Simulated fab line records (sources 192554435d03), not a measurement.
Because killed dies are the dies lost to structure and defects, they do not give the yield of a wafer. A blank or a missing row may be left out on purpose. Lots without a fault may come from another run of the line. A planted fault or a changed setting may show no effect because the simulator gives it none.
Which tool did it? + flow n5 finfet + 12 lots with 36 wafers sampled at 2 steps, on a route of 1938 steps

## WHAT EACH GAUGE READ, for each wafer
N5_BEOL_M3_THK_MEAS_53: measures by xrf.
| lot  | measured     | on            | M3_THK (nm)    |
|------|--------------|---------------|----------------|
| L075 | day 7 22:11  | film metro-01 | 40.0 42.1 41.6 |
| L077 | day 8 11:09  | film metro-02 | 37.5 40.1 38.7 |
| L079 | day 8 21:06  | film metro-01 | 40.4 39.4 42.6 |
| L081 | day 9 03:32  | film metro-02 | 37.3 40.5 38.6 |
| L083 | day 9 22:41  | film metro-02 | 41.9 41.7 43.3 |
| L086 | day 10 12:25 | film metro-01 | 38.1 38.1 40.8 |
| L088 | day 10 21:41 | film metro-01 | 39.7 41.9 41.3 |
| L089 | day 11 07:57 | film metro-01 | 39.3 38.0 38.2 |
| L092 | day 11 17:02 | film metro-02 | 38.2 38.0 37.6 |
| L093 | day 12 07:56 | film metro-02 | 38.5 41.4 39.5 |
| L095 | day 13 00:17 | film metro-02 | 38.6 37.5 40.2 |
| L097 | day 13 09:23 | film metro-02 | 40.3 40.3 42.4 |

## EACH LOT AND THE TOOL THAT RAN IT (in order: tool; ch and the chambers of the sampled wafers; start)
| lot  | N5_BEOL_M3_SPUTTER_96        |
|------|------------------------------|
| L075 | pvd sputter-02, day 7 21:23  |
| L077 | pvd sputter-03, day 8 10:20  |
| L079 | pvd sputter-03, day 8 20:19  |
| L081 | pvd sputter-03, day 9 02:23  |
| L083 | pvd sputter-03, day 9 21:49  |
| L086 | pvd sputter-02, day 10 11:37 |
| L088 | pvd sputter-02, day 10 20:19 |
| L089 | pvd sputter-02, day 11 07:09 |
| L092 | pvd sputter-01, day 11 16:15 |
| L093 | pvd sputter-03, day 12 07:08 |
| L095 | pvd sputter-03, day 12 23:29 |
| L097 | pvd sputter-01, day 13 08:34 |
- N5_BEOL_M3_SPUTTER_96: material Cu, target thk 4.5 nm, time 8.29 s.

## THE ANSWER, worked out from the rows above alone
Rule: usual is defined by the lots themselves. The widest of any qualifying gaps counts: lots, ordered by their means at a reading, are off when they make up no more than a third of the lots, leave a main group of 4 or more, and stand apart from it by 3 or more times the standard deviation of that group's means. A main group is skipped when, at the precision printed for the reading in the tables above, its means are all equal. Also off: a lot with no number at a reading for which 4 or more lots have one. The other lots that the step has rows for count as sound.
Across all readings shown, no lot is off: no conclusion can be drawn from this.

## WHAT THE SIMULATOR HAD INSERTED
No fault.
